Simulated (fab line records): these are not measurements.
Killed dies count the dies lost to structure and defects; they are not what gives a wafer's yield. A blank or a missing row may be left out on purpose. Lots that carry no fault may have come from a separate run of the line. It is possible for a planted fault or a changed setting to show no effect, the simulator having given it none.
Chamber matching | flow nand harc | NHARC_A_CONTACT_ETCH_75 on rie diel-02: 4 sister chambers
The step etches the open film in CF4, target depth 39 nm, time 65 s. 4 wafers are shown with their chamber, then 7 later ones without.

== WAFERS WITH THEIR CHAMBER ==
wafer  | chamber | drypump motor current A (A)
L486.2 | 1       | 6.3
L495.6 | 3       | 6.1
L494.2 | 0       | 5.8
L494.3 | 2       | 5.1

== WAFERS WITH NO CHAMBER GIVEN ==
wafer  | drypump motor current A (A)
L494.6 | 5.8
L505.3 | 6.2
L505.4 | 6.1
L505.6 | 6.2
L507.1 | 6.1
L507.2 | 6.3
L507.6 | 6.1

== THE CHAMBER EACH PASSED THROUGH ==
wafer  | from the rows above     | in truth
L494.6 | 0                       | 0
L505.3 | can't be placed: 1 or 3 | 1
L505.4 | 3                       | 3
L505.6 | can't be placed: 1 or 3 | 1
L507.1 | 3                       | 3
L507.2 | 1                       | 1
L507.6 | 3                       | 3
Placed correctly: 5 of 7. Unplaceable from these rows: 2, with the true chamber sitting among the candidates in 2. Wrongly placed: 0.
How it was worked out, from the rows above alone: a wafer's distance from a chamber is the root of the sum, over the readings, of the square of ((its reading less the chamber's mean) divided by the reading's scatter). If the next closest chamber is less than 2 further off than the closest, the wafer can't be placed; otherwise it belongs to the closest. The mean given for a chamber averages the wafers shown for that chamber. The scatter (one wafer shown for each chamber): square how far every hidden wafer sits from the nearest shown wafer, average those squares and take the square root.
